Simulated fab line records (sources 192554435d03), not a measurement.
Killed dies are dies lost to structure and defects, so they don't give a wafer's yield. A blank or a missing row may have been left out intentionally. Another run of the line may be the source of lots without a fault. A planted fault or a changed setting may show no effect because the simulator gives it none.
Which tool was responsible?    flow n5Finfet    10 lots, 30 wafers sampled, at 6 steps of a route of 1938

== WHAT THE GAUGES SHOWED, per wafer ==
N5_BEOL_M10_INSPECT_58: inspects for defects (darkfield).
lot   measured      on                rawDefectCount
L140  day 11 21:00  defectInspect-02  67 51 103
L143  day 12 15:25  defectInspect-01  60 34 46
L142  day 12 16:34  defectInspect-01  79 66 67
L146  day 13 11:10  defectInspect-01  51 49 808
L150  day 14 09:46  defectInspect-02  822 56 77
L160  day 17 10:56  defectInspect-02  45 60 37
L157  day 17 20:52  defectInspect-02  81 112 93
L161  day 17 22:59  defectInspect-01  53 56 63
L163  day 18 05:40  defectInspect-02  55 56 80
L162  day 18 16:53  defectInspect-01  85 44 50

N5_BEOL_M11_INSPECT_13: inspects for defects (brightfield).
lot   measured      on                rawDefectCount
L140  day 11 22:20  defectInspect-01  479 326 358
L143  day 12 18:56  defectInspect-01  356 429 377
L142  day 12 19:46  defectInspect-02  412 298 286
L146  day 13 13:38  defectInspect-01  329 321 1206
L150  day 14 11:39  defectInspect-02  1173 481 446
L160  day 17 12:25  defectInspect-01  289 282 361
L157  day 17 22:17  defectInspect-02  411 640 487
L161  day 18 03:04  defectInspect-02  266 280 341
L163  day 18 06:51  defectInspect-01  254 398 303
L162  day 18 18:40  defectInspect-01  476 270 312

== TOOL THAT RAN EACH LOT (tool first, then ch and the chambers of the sampled wafers, then the start) ==
lot   N5_BEOL_M10_DEGAS_44         N5_BEOL_M10_PRE_CLEAN_55         N5_BEOL_M11_ILD_DEP_00           N5_BEOL_M11_CURE_71
L140  pvdSputter-01, day 11 19:14  pecvd-03 ch 0,1, day 11 20:52    pecvd-03 ch 0,2, day 11 21:02    uvCure-02 ch 1, day 11 21:11
L143  pvdSputter-01, day 12 13:43  pecvd-04 ch 0,1,2, day 12 15:18  pecvd-01 ch 0,2, day 12 15:29    uvCure-01 ch 2, day 12 15:48
L142  pvdSputter-01, day 12 14:26  pecvd-03 ch 1,2, day 12 16:25    pecvd-01 ch 0, day 12 16:37      uvCure-03 ch 1, day 12 16:59
L146  pvdSputter-02, day 13 08:56  pecvd-03 ch 0,1,2, day 13 11:02  pecvd-01 ch 0,1, day 13 11:12    uvCure-01 ch 2, day 13 11:26
L150  pvdSputter-03, day 14 07:11  pecvd-03 ch 0,1,2, day 14 09:38  pecvd-02 ch 0,1,2, day 14 09:49  uvCure-01 ch 2, day 14 09:53
L160  pvdSputter-02, day 17 07:51  pecvd-03 ch 0,1,2, day 17 10:48  pecvd-02 ch 0,2, day 17 10:58    uvCure-03 ch 0, day 17 11:27
L157  pvdSputter-01, day 17 19:00  pecvd-01 ch 0,1,2, day 17 20:44  pecvd-03 ch 1,2, day 17 20:54    uvCure-01 ch 2, day 17 21:04
L161  pvdSputter-02, day 17 21:26  pecvd-03 ch 0,1,2, day 17 22:52  pecvd-01 ch 0,1,2, day 17 23:02  uvCure-02 ch 1, day 17 23:07
L163  pvdSputter-01, day 18 02:47  pecvd-03 ch 0,2, day 18 05:33    pecvd-02 ch 0,2, day 18 05:43    uvCure-03 ch 0, day 18 05:47
L162  pvdSputter-02, day 18 14:38  pecvd-04 ch 0,1, day 18 16:46    pecvd-03 ch 1,2, day 18 16:55    uvCure-03 ch 1, day 18 17:00
- N5_BEOL_M10_DEGAS_44: time 60 s.
- N5_BEOL_M10_PRE_CLEAN_55: time 15 s.
- N5_BEOL_M11_ILD_DEP_00: deposits SiCOH lowk from DEMS/porogen, target thk 308.51 nm, time 58 s.
- N5_BEOL_M11_CURE_71: cures SiCOH lowk, time 240 s.

== WHAT THE TOOLS THEMSELVES READ (means of the sampled wafers that have a number; where no wafer has one, the mark that the record gives instead) ==
N5_BEOL_M10_DEGAS_44.
lot   tool           heaterPowerW (W)  susceptorTempC (C)
L140  pvdSputter-01  316               250.19
L143  pvdSputter-01  298               249.96
L142  pvdSputter-01  319               249.84
L146  pvdSputter-02  303               249.91
L150  pvdSputter-03  322               249.95
L160  pvdSputter-02  342               249.95
L157  pvdSputter-01  339               249.89
L161  pvdSputter-02  334               249.95
L163  pvdSputter-01  296               250.05
L162  pvdSputter-02  321               249.88

N5_BEOL_M11_ILD_DEP_00.
lot   tool      heaterPowerW (W)  showerheadPlenumPTorr (Torr)  showerheadVppV (V)  susceptorTempC (C)  throttleValvePct (%)
L140  pecvd-03  309               5.735                         1423                300.07              13.7
L143  pecvd-01  290               5.734                         1363                299.99              12.8
L142  pecvd-01  219               5.717                         1484                300.06              13.5
L146  pecvd-01  291               5.737                         1389                300.05              13.7
L150  pecvd-02  269               5.749                         1363                299.85              14.3
L160  pecvd-02  318               5.750                         1326                300.05              13.7
L157  pecvd-03  385               5.749                         1396                300.14              13.4
L161  pecvd-01  288               5.730                         1382                300.02              13.4
L163  pecvd-02  263               5.756                         1301                300.02              14.4
L162  pecvd-03  348               5.742                         1415                299.94              13.3

N5_BEOL_M11_CURE_71.
lot   tool       lampPowerPct (%)  wafer_temp_C_max
L140  uvCure-02  52.33             387.8
L143  uvCure-01  52.29             387.0
L142  uvCure-03  52.30             386.2
L146  uvCure-01  52.31             386.5
L150  uvCure-01  52.38             386.6
L160  uvCure-03  52.24             388.4
L157  uvCure-01  52.31             386.5
L161  uvCure-02  52.32             387.6
L163  uvCure-03  52.30             388.1
L162  uvCure-03  52.31             386.1

== THE ANSWER, worked out from the rows above alone ==
Rule: what is usual is taken from the lots themselves. Put in order of their means at a reading, lots are off if they are a third of the lots or fewer, leave a main group of 4 or more, and stand apart from it by a gap of 3 or more times the standard deviation of the main group's means; of several such gaps the widest counts. A main group whose means are all the same, to the digits that the tables above print for the reading, isn't used. A lot without any number at a reading at which 4 lots or more have one is off too. The other lots that the step has rows for count as sound. The gauges are gone through in route order, then the tools' own readings, and for those a lot's mean is taken as printed above. The first step at which some lot is off is used, and at that step the reading that is off furthest; a lot without a number counts as furthest.
Off: L146, L150, at N5_BEOL_M10_INSPECT_58 (rawDefectCount). The main group has a mean of 64 with a standard deviation of 15.
If a tool, at a process step before that reading, ran all the lots that are off and no sound lot after the first of them, it fits. Those tools and the gauges at N5_BEOL_M10_INSPECT_58 are tried in the same way. None of those tried fits.

== WHAT THE SIMULATOR HAD INSERTED ==
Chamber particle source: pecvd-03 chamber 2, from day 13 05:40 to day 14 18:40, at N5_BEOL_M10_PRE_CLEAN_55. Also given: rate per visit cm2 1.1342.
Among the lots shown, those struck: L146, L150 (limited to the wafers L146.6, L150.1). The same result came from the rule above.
